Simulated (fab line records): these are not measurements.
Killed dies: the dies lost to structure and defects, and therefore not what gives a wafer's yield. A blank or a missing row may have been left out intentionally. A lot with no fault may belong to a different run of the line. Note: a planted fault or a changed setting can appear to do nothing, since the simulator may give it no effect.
2 desks looking at one fault    flow n5Finfet    each desk holds nothing but its own numbers, with what lay behind them at the end

FOR THE TOOL OWNER'S DESK: rieDiel-02
The tool's own readings at N5_FIN_SAQP_ETCH_67 (etches SiNx in CH3F/O2, target depth 30 nm): means of the sampled wafers that have a number, for each lot that ran on this tool. Any lot whose mean is over 4 standard deviations away from the usual mean is out of limits and marked OUT; that distance is given in the brackets.
Columns: A = biasW at N5_FIN_SAQP_ETCH_67, usual 73.02 W; B = chamberPressureMTorr at N5_FIN_SAQP_ETCH_67, usual 29.997 mTorr; C = drypumpMotorCurrentA at N5_FIN_SAQP_ETCH_67, usual 6.0 A; D = oesProductAu at N5_FIN_SAQP_ETCH_67, usual 0.82 a.u.; E = rfVppV at N5_FIN_SAQP_ETCH_67, usual 300 V; F = showerheadPlenumPTorr at N5_FIN_SAQP_ETCH_67, usual 1.99 Torr; G = throttleValvePct at N5_FIN_SAQP_ETCH_67, usual 16.38 %
lot   first seen here  A      B       C    D     E    F     G
L131  day 4 13:16      72.84  29.977  6.2  0.85  303  2.03  16.31
L134  day 5 09:01      73.19  29.985  6.2  0.82  302  1.98  16.41
L141  day 7 02:14      72.66  29.976  6.2  0.98  304  2.01  16.41
Finding of this desk: none of the 3 lots has anything out of limits.

THE METROLOGY DESK
Means of the sampled wafers that have a number, per lot and without regard to the tool the lot ran on: this is what the gauges read. Any lot whose mean is over 4 standard deviations away from the usual mean is out of limits and marked OUT; that distance is given in the brackets. Readings shown: 7 of its 11, picked as those furthest out on some lot.
Columns: A = DIBL_P at N5_BEOL_M4_RC_MEAS_101, usual 36.0 mV/V; B = IOFF_N at N5_BEOL_M4_RC_MEAS_101, usual 0.16 nA/um; C = IOFF_P at N5_BEOL_M4_RC_MEAS_101, usual 0.21 nA/um; D = ION_N at N5_BEOL_M4_RC_MEAS_101, usual 675 uA/um; E = SS_P at N5_BEOL_M4_RC_MEAS_101, usual 73.3 mV/dec; F = VT_N at N5_BEOL_M4_RC_MEAS_101, usual 250 mV; G = VT_P at N5_BEOL_M4_RC_MEAS_101, usual -250 mV
lot   first seen here  A     B     C     D    E     F    G
L121  day 2 00:53      35.5  0.15  0.22  682  73.5  251  -248
L123  day 2 12:34      33.3  0.12  0.16  664  72.7  254  -256
L124  day 2 18:08      39.7  0.21  0.25  698  74.5  243  -250
L131  day 4 12:28      33.5  0.12  0.17  681  72.7  252  -254
L134  day 5 07:56      35.9  0.14  0.20  669  73.4  253  -252
L141  day 7 01:28      38.0  0.17  0.19  695  73.5  248  -254
Finding of this desk: none of the 6 lots has anything out of limits.

PUT TOGETHER
Nothing out of limits was seen by the tool owner's desk.
From the metrology desk's view, nothing was out of limits.

WHAT WAS PUT IN BY THE SIMULATOR
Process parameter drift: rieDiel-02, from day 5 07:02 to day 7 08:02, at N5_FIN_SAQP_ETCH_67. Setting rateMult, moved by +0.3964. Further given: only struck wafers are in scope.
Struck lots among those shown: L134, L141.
